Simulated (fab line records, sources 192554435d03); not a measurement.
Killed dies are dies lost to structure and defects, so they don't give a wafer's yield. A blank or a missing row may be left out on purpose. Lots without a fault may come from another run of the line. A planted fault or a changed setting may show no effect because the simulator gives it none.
Which tool did it? | flow n5_finfet | 8 lots, 23 wafers sampled, at 3 steps of a route of 1938

WHAT THE GAUGES READ, wafer by wafer
N5_FIN_SAQP_CD_MEAS_27: target cd 20 nm.
lot  | measured    | on        | cd_nm (nm)
L234 | day 2 06:03 | cd_sem-01 | 20.40 20.20
L240 | day 3 19:47 | cd_sem-01 | 20.43 20.64 20.19
L241 | day 3 23:41 | cd_sem-02 | 19.93 20.24 20.33
L243 | day 4 12:25 | cd_sem-01 | 20.21 20.25 20.21
L250 | day 6 06:38 | cd_sem-03 | 20.77 22.86 20.38
L252 | day 6 18:27 | cd_sem-03 | 20.51 19.95 20.51
L253 | day 7 00:40 | cd_sem-02 | 20.30 20.08 20.41
L254 | day 7 06:27 | cd_sem-03 | 20.41 20.12 19.85

WHICH TOOL RAN EACH LOT (tool, then ch and the chambers of the sampled wafers, then the start)
lot  | N5_FIN_SAQP_SPACER1_ALD_24       | N5_FIN_SAQP_MANDREL1_REMOVE_56
L234 | ald_sin-03 ch 1,2, day 2 05:08   | rie_si-06 ch 0,1, day 2 05:56
L240 | ald_sin-02 ch 1,2,3, day 3 18:49 | rie_si-01 ch 0,1, day 3 19:40
L241 | ald_sin-02 ch 1,2,3, day 3 22:46 | rie_si-01 ch 0,2,3, day 3 23:34
L243 | ald_sin-03 ch 0,1,3, day 4 11:29 | rie_si-03 ch 1,2, day 4 12:18
L250 | ald_sin-02 ch 1,2,3, day 6 05:43 | rie_si-03 ch 0,2,3, day 6 06:31
L252 | ald_sin-04 ch 1,2, day 6 17:32   | rie_si-01 ch 0,1,2, day 6 18:20
L253 | ald_sin-03 ch 1,2,3, day 6 23:45 | rie_si-06 ch 0,1,2, day 7 00:33
L254 | ald_sin-03 ch 1,2,3, day 7 05:29 | rie_si-06 ch 0,1,2, day 7 06:20
- N5_FIN_SAQP_SPACER1_ALD_24: deposits SiO2, target thk 20.3 nm, pulse time 1 s, purge time 2 s.
- N5_FIN_SAQP_MANDREL1_REMOVE_56: chemistry HBr/Cl2/O2, target a-Si, stops on SiNx, bt time 10 s.

THE ANSWER, worked out from the rows above alone
Rule: what is usual is taken from the lots themselves. Put in order of their means at a reading, lots are off if they are a third of the lots or fewer, leave a main group of 4 or more, and stand apart from it by a gap of 3 or more times the standard deviation of the main group's means; of several such gaps the widest counts. A main group whose means are all the same, to the digits that the tables above print for the reading, isn't used. A lot without any number at a reading at which 4 lots or more have one is off too. The other lots that the step has rows for count as sound.
Off: L250, at N5_FIN_SAQP_CD_MEAS_27 (cd_nm). The main group: mean 20.26 nm, standard deviation 0.092.
A tool fits if, at a process step before that reading, it ran every lot that is off, and no sound lot after the first of them. The gauges at N5_FIN_SAQP_CD_MEAS_27 are tried like those tools. Can't be told from this: 2 tools fit, ald_sin-02 at N5_FIN_SAQP_SPACER1_ALD_24, rie_si-03 at N5_FIN_SAQP_MANDREL1_REMOVE_56.

WHAT THE SIMULATOR HAD PUT IN
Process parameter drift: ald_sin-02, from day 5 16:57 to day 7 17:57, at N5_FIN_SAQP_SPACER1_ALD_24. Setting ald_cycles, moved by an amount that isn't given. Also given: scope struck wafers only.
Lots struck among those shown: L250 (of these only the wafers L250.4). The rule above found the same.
